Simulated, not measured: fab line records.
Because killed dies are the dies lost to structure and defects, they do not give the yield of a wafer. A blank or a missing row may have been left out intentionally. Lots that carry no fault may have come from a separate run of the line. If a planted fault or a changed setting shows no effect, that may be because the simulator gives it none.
fab line records | flow n5Finfet
[record] lots = 6 wafers = 18 lastDay = 18
route steps=1938 shown FIN_CUT@155 BEOL_M4@1111 PASSIVATION@1936
lots that met no fault: from a run of the same line without faults
startH: the number of hours between the record's first day and the start of the first shown wafer of the lot | waitH: time in hours since the lot's previous step | " as in the row above | L1.1+2: several wafers, shown together as one row | - no value, or no start was given | * or withheld: withheld | < > ~ a bound
route shown NAME@n: names a module that has steps shown in the file, with the first one's number in the route | usual: mean/standard deviation of fault-free wafers | same: alike in all rows | chamber/n: place in a boat | sites: per-site readings | _std_site: the values' standard deviation | _edge_site: the outer-site mean with the inner-site mean subtracted | radiusMm: how far each site lies from the wafer's centre | mask NAME#n: copy n | behind: the most recent tool/chamber to have shaped the wafer | hold: reason for holding the lot/hours on hold/outcome of the hold | device: transistor that didn't switch, given as n, p or np | end of line: the same wafers' tests at the end of the route | a step without rows: its recipe alone | killed: not the wafer's yield, but the dies lost to structure and defects at the first sort | map: per-die view of a wafer (x killed, . not killed, _ where there is no die)
set.NAME: the setting the step ran with; set.NAME@STEP: the setting that earlier step ran with | model.NAME: the simulator's own value behind a step, which no gauge read
lots at some steps of the route; a table a step, a row a wafer
services: a tool's chamber out of use, with start hour (startH, from the record's first day; less than 0 if before it), hours out, and reason
[[steps]]
[step N5_FIN_CUT_COAT_19]
[recipe] resist = SiARC tempC = 220 timeS = 60 spinRpm = 1500 resistThkNm = 20
[step N5_FIN_CUT_COAT_29]
[recipe] resist = underlayer tempC = 205 timeS = 60 spinRpm = 1500 resistThkNm = 10
[step N5_FIN_CUT_COAT_02]
[recipe] resist = CAR-EUV spinRpm = 1500 resistThkNm = 30
[step N5_FIN_CUT_EBR_04]
[recipe] solvent = PGMEA ebrWidthMm = 1.5
[step N5_FIN_CUT_SOFTBAKE_03]
[recipe] tempC = 110 timeS = 60 resist = CAR-EUV
[step N5_FIN_CUT_EXPOSE_05]
[recipe] maskId = FIN_CUT na = 0.33 sourceShape = annular sigmaInner = 0.35 sigmaOuter = 0.8 polarization = unpolarized doseMj = 45.75
[step N5_FIN_CUT_PEB_06]
[recipe] pebTempC = 100 pebTimeS = 60 resist = CAR-EUV
[step N5_FIN_CUT_DEVELOP_07]
[recipe] developTimeS = 30 developer = TMAH resist = CAR-EUV rinseLiquid = surfactantRinse dry = airSpin devTempC = 23
[step N5_FIN_CUT_CD_MEAS_08]
[recipe] targetCdNm = 29.1 landingEnergyEv = 500 detector = seInlens polarity = opening
[usual] cdNm = 29.08/0.23
// columns lot.wafer tool chamber startH waitH cdNm
L462.1 cdSem-03 0 40.50 - 28.66
L462.2 " 0 " " 29.35
L462.4 " 0 " " 28.90
L465.2 cdSem-01 0 57.22 - 29.08
L465.5 " 0 " " 28.86
L465.6 " 0 " " 28.86
L467.1 cdSem-03 0 69.66 - 28.57
L467.2 " 0 " " 29.34
L467.4 " 0 " " 29.04
L480.2 cdSem-03 0 146.12 - 29.27
L480.3 " 0 " " 29.36
L480.4 " 0 " " 28.99
L481.2 cdSem-03 0 153.92 - 29.20
L481.3 " 0 " " 29.19
L481.6 " 0 " " 29.01
L483.1 cdSem-01 0 165.57 - 29.54
L483.4 " 0 " " 28.67
L483.6 " 0 " " 28.66
[step N5_FIN_CUT_OVL_MEAS_09]
[recipe] pointsPerWafer = 522
[usual] FIN_CUT_OVL = 0.4/0.6
// columns lot.wafer tool chamber startH waitH FIN_CUT_OVL[nm]
L462.1 overlay-02 0 40.53 0.0 1.0
L462.2 " 0 " " 0.8
L462.4 " 0 " " 0.2
L465.2 overlay-02 0 57.26 0.0 0.2
L465.5 " 0 " " -0.2
L465.6 " 0 " " -0.1
L467.1 overlay-02 0 69.69 0.0 0.8
L467.2 " 0 " " -0.1
L467.4 " 0 " " 0.7
L480.2 overlay-01 0 146.16 0.0 1.3
L480.3 " 0 " " 0.3
L480.4 " 0 " " 1.2
L481.2 overlay-01 0 153.96 0.0 0.4
L481.3 " 0 " " 1.0
L481.6 " 0 " " 1.0
L483.1 overlay-02 0 165.60 0.0 0.2
L483.4 " 0 " " -0.2
L483.6 " 0 " " 0.1
[step N5_FIN_CUT_INSPECT_10]
[recipe] mode = adi inspectInstrument = brightfield
[usual] rawDefectCount = 44/12
// columns lot.wafer tool chamber startH waitH rawDefectCount
L462.1 defectInspect-01 - 40.59 0.1 29
L462.2 " - " " 50
L462.4 " - " " 29
L465.2 defectInspect-01 - 57.31 0.0 36
L465.5 " - " " 34
L465.6 " - " " 38
L467.1 defectInspect-01 - 69.75 0.1 32
L467.2 " - " " 51
L467.4 " - " " 59
L480.2 defectInspect-02 - 146.21 0.0 44
L480.3 " - " " 43
L480.4 " - " " 39
L481.2 defectInspect-02 - 154.01 0.0 37
L481.3 " - " " 31
L481.6 " - " " 36
L483.1 defectInspect-01 - 165.65 0.1 45
L483.4 " - " " 35
L483.6 " - " " 37
[step N5_FIN_CUT_DESCUM_13]
[recipe] chemistry = O2 timeS = 7 sourcePowerW = 50 biasPowerW = 20 pressureMtorr = 20 rfFrequencyHz = 2.712e+07 tempC = 40 resist = CAR-EUV o2FlowSccm = 225
[usual] drypumpMotorCurrentA = 5.8/0.34 oesProductAu = 0.77/0.071 rfVppV = 243.4/1.3 showerheadPlenumPTorr = 2.08/0.075 throttleValvePct = 20.36/0.21
// columns lot.wafer tool chamber startH waitH drypumpMotorCurrentA oesProductAu rfHoursCounterH rfVppV showerheadPlenumPTorr throttleValvePct
L462.1 rieDiel-03 3 41.04 0.4 5.6 0.74 141 244.4 2.19 20.36
L462.2 " 1 " " 5.7 0.81 100 242.5 2.10 20.10
L462.4 " 2 " " 6.0 0.79 126 242.8 2.01 20.41
L465.2 rieDiel-03 0 57.48 0.2 5.9 0.93 16 242.0 2.04 20.05
L465.5 " 3 " " 5.5 0.74 - 244.5 2.18 20.37
L465.6 " 2 " " 6.0 0.80 - 243.7 2.01 20.41
L467.1 rieDiel-03 3 69.78 0.0 5.5 0.74 150 245.3 2.18 20.37
L467.2 " 0 " " 5.9 0.92 20 243.3 2.03 20.06
L467.4 " 1 " " 5.7 0.80 109 242.0 2.10 20.12
L480.2 rieDiel-03 0 146.30 0.1 5.9 0.87 44 242.5 2.03 20.08
L480.3 " 2 " " 6.0 0.77 158 241.4 2.00 20.44
L480.4 " 3 " " 5.6 0.71 175 245.5 2.17 20.43
L481.2 rieDiel-03 0 154.30 0.3 6.0 0.87 45 243.1 2.03 20.09
L481.3 " 2 " " 6.0 0.77 160 241.3 2.00 20.45
L481.6 " 0 " " 5.9 0.87 - 242.7 2.03 20.08
L483.1 rieDiel-03 3 165.69 0.0 5.5 0.71 181 244.7 2.17 20.41
L483.4 " 2 " " 6.0 0.77 161 242.2 2.00 20.44
L483.6 " 1 " " 5.7 0.77 - 243.3 2.09 20.15
[step N5_FIN_CUT_ETCH_30]
[recipe] chemistry = N2/H2 target = underlayer targetDepthA = 130 maskMaterial = CAR-EUV timeS = 10.4 ionEnergyEv = 200 pressureMtorr = 30 sourceW = 840 biasW = 150 n2FlowSccm = 200 h2FlowSccm = 200 ends = cleared
[usual] drypumpMotorCurrentA = 5.8/0.34 etchRfOnTimeS = 10.43/0.19 oesProductAu = 0.66/0.059 rfVppV = 523.9/2.4 showerheadPlenumPTorr = 2.54/0.086 throttleValvePct = 17.85/0.2
// columns lot.wafer tool chamber startH waitH drypumpMotorCurrentA etchRfOnTimeS oesProductAu rfHoursCounterH rfVppV showerheadPlenumPTorr throttleValvePct
L462.1 rieDiel-03 3 41.07 0.0 5.5 10.64 0.63 141 527.4 2.66 17.77
L462.2 " 1 " " 5.7 10.37 0.70 100 524.5 2.56 17.56
L462.4 " 2 " " 6.0 10.52 0.68 126 523.4 2.46 17.94
L465.2 rieDiel-03 0 57.51 0.0 5.9 7.10 0.99 16 522.4 2.48 17.60
L465.5 " 3 " " 5.5 10.56 0.63 - 527.9 2.66 17.79
L465.6 " 2 " " 6.0 10.46 0.67 - 521.7 2.46 17.95
L467.1 rieDiel-03 3 69.82 0.0 5.5 10.44 0.63 150 527.1 2.66 17.81
L467.2 " 0 " " 5.9 7.01 0.99 20 520.8 2.48 17.62
L467.4 " 1 " " 5.7 6.91 0.88 109 525.6 2.56 17.60
L480.2 rieDiel-03 0 146.33 0.0 5.9 10.48 0.74 44 522.6 2.47 17.61
L480.3 " 2 " " 6.1 10.44 0.66 158 521.8 2.45 18.00
L480.4 " 3 " " 5.5 10.56 0.61 175 525.9 2.65 17.84
L481.2 rieDiel-03 0 154.33 0.0 5.9 10.44 0.73 45 523.0 2.47 17.65
L481.3 " 2 " " 6.0 10.40 0.65 160 522.1 2.45 17.99
L481.6 " 0 " " 5.9 10.29 0.74 - 520.7 2.47 17.62
L483.1 rieDiel-03 3 165.72 0.0 5.5 10.74 0.60 181 524.9 2.65 17.86
L483.4 " 2 " " 6.0 10.52 0.65 161 520.3 2.45 17.97
L483.6 " 1 " " 5.7 10.34 0.67 - 523.3 2.54 17.62
[step N5_FIN_CUT_ETCH_20]
[recipe] chemistry = CF4 target = SiARC targetDepthA = 260 maskMaterial = CAR-EUV timeS = 43.3 ionEnergyEv = 80 pressureMtorr = 40 sourceW = 545 biasW = 36 Ar_flow_sccm = 100 cf4FlowSccm = 100 ends = cleared
[usual] drypumpMotorCurrentA = 5.8/0.34 etchRfOnTimeS = 43.5/0.75 oesProductAu = 0.66/0.058 rfVppV = 184.0/1.2 showerheadPlenumPTorr = 2.14/0.067 throttleValvePct = 15.59/0.17
// columns lot.wafer tool chamber startH waitH drypumpMotorCurrentA etchRfOnTimeS oesProductAu rfHoursCounterH rfVppV showerheadPlenumPTorr throttleValvePct
L462.1 rieDiel-03 3 41.09 0.0 5.5 43.7 0.63 141 185.4 2.23 15.58
L462.2 " 1 " " 5.7 43.0 0.70 100 183.5 2.16 15.36
L462.4 " 2 " " 6.0 43.3 0.68 126 182.6 2.07 15.64
L465.2 rieDiel-03 0 57.53 0.0 5.9 43.6 0.78 16 181.2 2.10 15.25
L465.5 " 3 " " 5.5 43.6 0.63 - 184.0 2.23 15.59
L465.6 " 2 " " 6.0 43.6 0.67 - 182.8 2.07 15.64
L467.1 rieDiel-03 3 69.84 0.0 5.5 43.5 0.63 150 185.4 2.23 15.61
L467.2 " 0 " " 5.9 43.5 0.77 20 185.0 2.10 15.27
L467.4 " 1 " " 5.7 43.3 0.69 109 184.4 2.16 15.35
L480.2 rieDiel-03 0 146.35 0.0 5.9 44.5 0.72 44 182.4 2.09 15.32
L480.3 " 2 " " 6.0 43.6 0.65 158 182.4 2.06 15.70
L480.4 " 3 " " 5.5 43.7 0.60 175 182.6 2.22 15.67
L481.2 rieDiel-03 0 154.35 0.0 5.9 44.1 0.73 45 182.4 2.09 15.32
L481.3 " 2 " " 6.0 43.3 0.65 160 182.4 2.06 15.70
L481.6 " 0 " " 5.9 44.7 0.72 - 183.5 2.09 15.32
L483.1 rieDiel-03 3 165.74 0.0 5.5 43.5 0.61 181 185.3 2.22 15.66
L483.4 " 2 " " 6.0 43.2 0.66 161 183.3 2.06 15.70
L483.6 " 1 " " 5.7 42.7 0.67 - 185.4 2.15 15.40
[step N5_BEOL_M4_RC_MEAS_101]
[usual] DIBL_N = 36.0/1.8 DIBL_P = 36.3/2.4 IOFF_N = 0.16/0.035 IOFF_P = 0.21/0.036 ION_N = 673/13 ION_P = 461/7.2 SS_N = 71.4/0.6 SS_P = 73.2/0.7 VT_N = 250/4 VT_P = -250.9/2.9
// columns lot.wafer tool chamber startH waitH DIBL_N[mV/V] DIBL_P[mV/V] IOFF_N[nA/um] IOFF_P[nA/um] ION_N[uA/um] ION_P[uA/um] SS_N[mV/dec] SS_P[mV/dec] VT_N[mV] VT_P[mV]
L462.1 prober-01 0 191.19 0.0 37.9 40.6 0.20 0.27 688 469 71.1 73.8 248 -247.2
L462.2 " 0 " " 37.4 39.3 0.19 0.25 693 477 71.5 74.7 248 -248.0
L462.4 " 0 " " 35.5 36.9 0.16 0.20 670 467 70.9 72.8 251 -250.3
L465.2 prober-02 0 218.16 0.2 36.7 37.5 0.16 0.21 691 464 71.2 73.5 247 -251.3
L465.5 " 0 " " 34.4 35.3 0.12 0.17 674 464 71.1 72.7 254 -254.5
L465.6 " 0 " " 36.0 37.9 0.15 0.21 668 464 71.5 74.5 251 -252.8
L467.1 prober-02 0 223.45 0.0 36.5 36.5 0.18 0.22 682 465 71.7 73.0 247 -249.1
L467.2 " 0 " " 34.8 34.5 0.13 0.18 667 460 70.7 73.4 255 -252.5
L467.4 " 0 " " 35.1 34.5 0.14 0.18 673 459 70.9 72.8 253 -251.2
L480.2 prober-02 0 287.13 0.2 34.3 33.6 0.12 0.17 654 458 70.7 72.4 253 -252.0
L480.3 " 0 " " 37.3 36.4 0.17 0.21 680 460 71.5 73.5 248 -250.0
L480.4 " 0 " " 34.4 33.1 0.11 0.16 662 458 70.4 72.9 253 -258.8
L481.2 prober-01 0 316.53 0.2 37.0 35.1 0.16 0.21 658 455 71.8 73.0 250 -250.3
L481.3 " 0 " " 33.7 31.9 0.10 0.16 652 455 70.8 72.6 256 -254.5
L481.6 " 0 " " 34.6 33.9 0.11 0.18 654 457 71.3 73.2 254 -254.1
L483.1 prober-01 0 318.29 0.0 38.7 38.4 0.19 0.24 686 467 72.1 73.6 246 -247.2
L483.4 " 0 " " 39.2 37.3 0.19 0.22 676 459 71.9 74.3 248 -250.4
L483.6 " 0 " " 38.1 37.2 0.17 0.22 672 456 72.2 73.8 247 -249.7
[step N5_PASSIVATION_PROBE_49]
[usual] defectLimitedYield = 91.2/1.4 killed_at_M0_to_M3 = 35/11 killed_at_M4_up = 14/5.6 killedAtContacts = 12/5.6 killedAtFrontEnd = 38/11 killedAtOther = 4/3.4 killedDies = 103/17 killedOpen = 68/12 killedShort = 33/8.8 sort_bin_5_function = 5.1/0.89 sort_bin_6_memory = 3.3/0.71 sortNPass = 1077/17 sortYieldPct = 91.2/1.4
[same] grossDies = 1180 killedAtBackSide = 0 sort_bin_4_leakage[%] = 0 sort_bin_8_speed[%] = 0
// columns lot.wafer tool chamber startH waitH defectLimitedYield[%] killed_at_M0_to_M3 killed_at_M4_up killedAtContacts killedAtFrontEnd killedAtOther killedDies killedOpen killedShort sort_bin_5_function[%] sort_bin_6_memory[%] sortNPass sortYieldPct[%]
L465.2 prober-01 - 325.80 0.1 93.7 24 10 12 27 1 74 44 30 3.6 2.4 1106 93.7
L465.5 prober-01 - 325.95 0.2 88.7 40 12 14 67 0 133 79 54 6.8 4.2 1047 88.7
L465.6 prober-01 - 326.00 0.3 91.6 27 16 25 30 1 99 60 39 4.7 3.4 1081 91.6
// killed by level:class
L465.2 MOL_CONTACT_COAG:geometricParticle:open=9 FIN_SAQP:geometricParticle:short=8 BEOL_M0_SAQP:geometricParticle:open=5 BEOL_M2:geometricParticle:open=5 BEOL_M4:geometricParticle:open=5 GATE_CUT:geometricParticle:short=4 STARTING-WAFER:geometricParticle:open=4 FIN_SAQP:geometricParticle:open=3
L465.5 FIN_SAQP:geometricParticle:open=17 BEOL_M0_SAQP:geometricParticle:open=15 BEOL_M0_SAQP:geometricParticle:short=15 FIN_SAQP:geometricParticle:short=13 MOL_CONTACT_COAG:geometricParticle:open=13 STI_FIN_REVEAL:geometricParticle:open=8 BEOL_M4:geometricParticle:open=7 DUMMY_GATE:geometricParticle:open=5
L465.6 MOL_CONTACT_COAG:geometricParticle:open=17 BEOL_M4:geometricParticle:open=9 MOL_CONTACT_COAG:geometricParticle:short=8 BEOL_M2:geometricParticle:open=7 BEOL_M3:geometricParticle:short=7 STI_FIN_REVEAL:geometricParticle:short=5 FIN_SAQP:geometricParticle:short=4 STI_FIN_REVEAL:geometricParticle:open=4
[[services]]
// columns tool chamber startH hours kind
rieDiel-03 0 42.38 4.6 repair
[[key]]
[firstSign] step = N5_FIN_CUT_ETCH_30 reading = etchRfOnTimeS direction = down sigmas = 18 usual = * struck = *
[effect] step = N5_FIN_CUT_ETCH_30 reading = oesProductAu direction = up sigmas = 5 usual = 0.66 struck = 0.95
metAt N5_FIN_CUT_ETCH_30
struckWafers L465.2,L467.2,L467.4
onsetBetween 41.07 57.51
[fault] kind = processParameterDrift tool = rieDiel-03 chamber = - onsetH = 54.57 steps = N5_FIN_CUT_ETCH_30 channel = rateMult offset = 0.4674 shape = step endH = 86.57 scope = struckWafersOnly
